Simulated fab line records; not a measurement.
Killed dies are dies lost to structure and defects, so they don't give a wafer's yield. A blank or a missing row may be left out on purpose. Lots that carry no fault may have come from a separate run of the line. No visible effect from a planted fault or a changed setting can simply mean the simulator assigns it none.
Matching of chambers	flow n5Finfet	4 sister chambers for N5_BEOL_M2_VIA_ETCH_34 on rieDiel-05
The step etches the open film in C4F6/O2, target depth 69.4 nm, time 65.9 s. 18 wafers are shown with their chamber, then 9 later ones without.

## WAFERS WITH THEIR CHAMBER
wafer	chamber	throttleValvePct (%)	showerheadPlenumPTorr (Torr)	rfVppV (V)
L074.2	1	30.2	2.81	676
L074.5	1	30.2	2.81	675
L074.6	2	31.2	2.96	659
L079.2	3	30.6	2.70	644
L079.3	0	31.1	2.93	685
L079.4	2	31.2	2.96	661
L082.1	3	30.6	2.69	645
L082.5	2	31.2	2.96	659
L082.6	1	30.2	2.80	677
L087.1	1	30.2	2.80	674
L087.4	2	31.2	2.95	658
L087.5	0	31.0	2.92	681
L090.2	0	31.1	2.92	683
L090.4	1	30.2	2.79	675
L090.6	0	31.1	2.92	682
L091.1	0	31.1	2.92	682
L091.5	2	31.2	2.94	659
L091.6	0	31.0	2.92	682

SIGNATURES (averages over the wafers above)
reading	chamber 0	chamber 1	chamber 2	chamber 3	scatter within a chamber
throttleValvePct	31.067	30.200	31.200	30.600	0.0309
showerheadPlenumPTorr	2.9217	2.8020	2.9540	2.6950	0.00724
rfVppV	682.50	675.40	659.20	644.50	1.2
Rule: for each reading, subtract the chamber's mean from the wafer's reading, divide by that reading's scatter and square the result; add these up over the readings and take the root, which gives the wafer's distance from the chamber. If the next closest chamber is less than 2 further off than the closest, the wafer can't be placed; otherwise it belongs to the closest. The scatter is the square root of a quotient: the sum, over the shown wafers, of each reading's squared deviation from its chamber's mean, divided by wafers minus chambers.

## WAFERS MISSING THEIR CHAMBER
wafer	throttleValvePct (%)	showerheadPlenumPTorr (Torr)	rfVppV (V)
L093.2	30.6	3.03	657
L093.4	30.6	3.03	654
L093.5	30.2	2.79	676
L095.1	31.2	2.94	659
L095.4	30.2	2.79	675
L095.5	30.2	2.79	675
L096.2	30.2	2.79	673
L096.4	30.6	3.02	656
L096.6	31.1	2.91	683

## WHICH CHAMBER EACH ONE RAN IN
wafer	from the rows above	in truth
L093.2	2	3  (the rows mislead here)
L093.4	2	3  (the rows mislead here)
L093.5	1	1
L095.1	2	2
L095.4	1	1
L095.5	1	1
L096.2	1	1
L096.4	2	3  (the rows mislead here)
L096.6	0	0
Placed correctly: 6 of 9. Left unplaced by these rows: 0. Number placed wrongly: 3.
